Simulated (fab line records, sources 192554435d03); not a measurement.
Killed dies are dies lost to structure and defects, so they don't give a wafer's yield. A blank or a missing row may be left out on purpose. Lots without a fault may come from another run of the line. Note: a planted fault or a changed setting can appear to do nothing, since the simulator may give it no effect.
Matching of chambers | flow n5 finfet | N5_BEOL_M6_DEP_56 on pecvd-03: 3 sister chambers
The step deposits SiCN from 3MS/NH3, target thk 10 nm, time 17.5 s. 22 wafers are shown with their chamber, then 11 later ones without.

== WAFERS PAIRED WITH THEIR CHAMBERS ==
wafer  | chamber | throttle valve pct (%) | showerhead plenum p Torr (Torr)
L074.1 | 2       | 8.3                    | 3.664
L074.2 | 0       | 9.3                    | 3.647
L074.3 | 1       | 8.5                    | 3.665
L074.4 | 2       | 8.3                    | 3.652
L074.5 | 1       | 8.7                    | 3.668
L074.6 | 0       | 9.6                    | 3.652
L075.2 | 1       | 8.7                    | 3.680
L075.4 | 2       | 8.4                    | 3.660
L075.6 | 0       | 9.5                    | 3.649
L076.3 | 1       | 9.0                    | 3.663
L076.4 | 0       | 9.7                    | 3.652
L076.6 | 2       | 8.3                    | 3.661
L078.1 | 0       | 9.5                    | 3.651
L078.2 | 2       | 8.3                    | 3.669
L078.5 | 0       | 9.4                    | 3.654
L080.4 | 2       | 8.4                    | 3.670
L080.5 | 1       | 9.1                    | 3.662
L080.6 | 2       | 8.5                    | 3.667
L086.1 | 2       | 8.6                    | 3.661
L086.2 | 0       | 9.4                    | 3.649
L086.3 | 1       | 8.9                    | 3.660
L086.4 | 1       | 8.8                    | 3.657

SIGNATURES, as means of the wafers listed above
reading                  | chamber 0 | chamber 1 | chamber 2 | scatter within a chamber
throttle valve pct       | 9.486     | 8.814     | 8.388     | 0.153
showerhead plenum p Torr | 3.65057   | 3.66500   | 3.66300   | 0.00566
Rule: a wafer's distance from a chamber is the root of the sum, over the readings, of the square of ((its reading less the chamber's mean) divided by the reading's scatter). If the next closest chamber is less than 2 further off than the closest, the wafer can't be placed; otherwise it belongs to the closest. How the scatter is found: for the shown wafers, subtract from each reading the mean of its chamber, square and add these, divide the total by (wafers less chambers), then take the root.

== WAFERS WHOSE CHAMBER IS MISSING ==
wafer  | throttle valve pct (%) | showerhead plenum p Torr (Torr)
L086.5 | 9.5                    | 3.643
L086.6 | 8.7                    | 3.666
L087.1 | 9.2                    | 3.656
L087.2 | 8.2                    | 3.661
L087.5 | 8.3                    | 3.668
L091.1 | 9.6                    | 3.662
L091.4 | 9.6                    | 3.651
L091.5 | 8.6                    | 3.658
L097.2 | 9.7                    | 3.645
L097.4 | 8.9                    | 3.660
L097.5 | 8.5                    | 3.671

== CHAMBER TAKEN BY EACH ==
wafer  | from the rows above     | in truth
L086.5 | 0                       | 0
L086.6 | can't be placed: 1 or 2 | 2
L087.1 | can't be placed: 0 or 1 | 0
L087.2 | 2                       | 2
L087.5 | 2                       | 2
L091.1 | 0                       | 0
L091.4 | 0                       | 0
L091.5 | can't be placed: 2 or 1 | 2
L097.2 | 0                       | 0
L097.4 | 1                       | 1
L097.5 | can't be placed: 2 or 1 | 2
7 of 11 placed correctly. Cannot be placed on the basis of these rows: 4; the candidates contain the true chamber in 4. Wrongly placed: 0.
